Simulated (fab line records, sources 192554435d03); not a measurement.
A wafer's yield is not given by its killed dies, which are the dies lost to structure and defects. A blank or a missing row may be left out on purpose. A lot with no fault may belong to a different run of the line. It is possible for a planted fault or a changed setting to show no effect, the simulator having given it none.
What tool caused it? / flow n5-finfet / 11 lots, 33 wafers sampled, at 3 steps of a route of 1938

## WHAT THE GAUGES SHOWED, per wafer
N5_FIN_SAQP_CD_MEAS_31 targets a cd of 8 nm.
lot=L075; measured=day 2 08:24; on=cd-sem-01; cd-nm (nm)=8.18 8.00 8.16
lot=L078; measured=day 3 03:44; on=cd-sem-01; cd-nm (nm)=8.37 7.78 8.00
lot=L081; measured=day 3 21:16; on=cd-sem-01; cd-nm (nm)=8.35 8.35 8.58
lot=L083; measured=day 4 08:21; on=cd-sem-03; cd-nm (nm)=7.73 7.72 8.09
lot=L085; measured=day 4 21:23; on=cd-sem-03; cd-nm (nm)=8.17 8.11 7.68
lot=L087; measured=day 5 07:57; on=cd-sem-01; cd-nm (nm)=8.27 8.13 8.02
lot=L089; measured=day 5 20:26; on=cd-sem-03; cd-nm (nm)=8.28 8.09 8.08
lot=L091; measured=day 6 07:39; on=cd-sem-03; cd-nm (nm)=7.80 7.67 8.04
lot=L093; measured=day 6 21:10; on=cd-sem-03; cd-nm (nm)=8.06 7.82 8.15
lot=L095; measured=day 7 08:45; on=cd-sem-01; cd-nm (nm)=8.51 8.08 7.68
lot=L097; measured=day 7 23:15; on=cd-sem-01; cd-nm (nm)=8.53 7.77 8.41

## EACH LOT AND THE TOOL THAT RAN IT (in order: tool; ch and the chambers of the sampled wafers; start)
lot=L075; N5_PMOS_HMC_CHANNEL_EPI_STRIP_33=rie-diel-03 ch 0,1,2, day 2 00:02; N5_FIN_SAQP_ETCH_69=rie-diel-05 ch 1,3, day 2 07:34
lot=L078; N5_PMOS_HMC_CHANNEL_EPI_STRIP_33=rie-diel-03 ch 1,2,3, day 2 17:26; N5_FIN_SAQP_ETCH_69=rie-diel-06 ch 0,2,3, day 3 02:54
lot=L081; N5_PMOS_HMC_CHANNEL_EPI_STRIP_33=rie-diel-02 ch 0,1,3, day 3 11:38; N5_FIN_SAQP_ETCH_69=rie-diel-06 ch 0,1,3, day 3 20:26
lot=L083; N5_PMOS_HMC_CHANNEL_EPI_STRIP_33=rie-diel-04 ch 0,1,2, day 3 23:50; N5_FIN_SAQP_ETCH_69=rie-diel-05 ch 0,1,2, day 4 07:31
lot=L085; N5_PMOS_HMC_CHANNEL_EPI_STRIP_33=rie-diel-04 ch 0,3, day 4 11:43; N5_FIN_SAQP_ETCH_69=rie-diel-01 ch 0,2,3, day 4 20:04
lot=L087; N5_PMOS_HMC_CHANNEL_EPI_STRIP_33=rie-diel-02 ch 0,2,3, day 4 23:41; N5_FIN_SAQP_ETCH_69=rie-diel-05 ch 0,1,2, day 5 07:07
lot=L089; N5_PMOS_HMC_CHANNEL_EPI_STRIP_33=rie-diel-03 ch 0,1,2, day 5 11:44; N5_FIN_SAQP_ETCH_69=rie-diel-05 ch 0,2, day 5 19:25
lot=L091; N5_PMOS_HMC_CHANNEL_EPI_STRIP_33=rie-diel-02 ch 1,2, day 5 23:26; N5_FIN_SAQP_ETCH_69=rie-diel-06 ch 1,2, day 6 06:38
lot=L093; N5_PMOS_HMC_CHANNEL_EPI_STRIP_33=rie-diel-02 ch 2,3, day 6 12:59; N5_FIN_SAQP_ETCH_69=rie-diel-05 ch 0,1,3, day 6 20:10
lot=L095; N5_PMOS_HMC_CHANNEL_EPI_STRIP_33=rie-diel-04 ch 0,2,3, day 6 23:35; N5_FIN_SAQP_ETCH_69=rie-diel-06 ch 2,3, day 7 07:42
lot=L097; N5_PMOS_HMC_CHANNEL_EPI_STRIP_33=rie-diel-03 ch 1,3, day 7 11:44; N5_FIN_SAQP_ETCH_69=rie-diel-06 ch 0,1,3, day 7 21:05
- N5_PMOS_HMC_CHANNEL_EPI_STRIP_33: strips in N2/H2.
- N5_FIN_SAQP_ETCH_69: etches SOC in N2/H2, stops on SiNx, target depth 150 nm.

## THE ANSWER, worked out from the rows above alone
Rule: the lots themselves supply what counts as usual. The widest of any qualifying gaps counts: lots, ordered by their means at a reading, are off when they make up no more than a third of the lots, leave a main group of 4 or more, and stand apart from it by 3 or more times the standard deviation of that group's means. If all means in a main group match to the digits the tables above print for the reading, that group is not used. Also off: a lot with no number at a reading for which 4 or more lots have one. Any other lot the step has rows for is counted as sound.
Across all readings shown, no lot is off: no conclusion can be drawn from this.

## WHAT THE SIMULATOR HAD INSERTED
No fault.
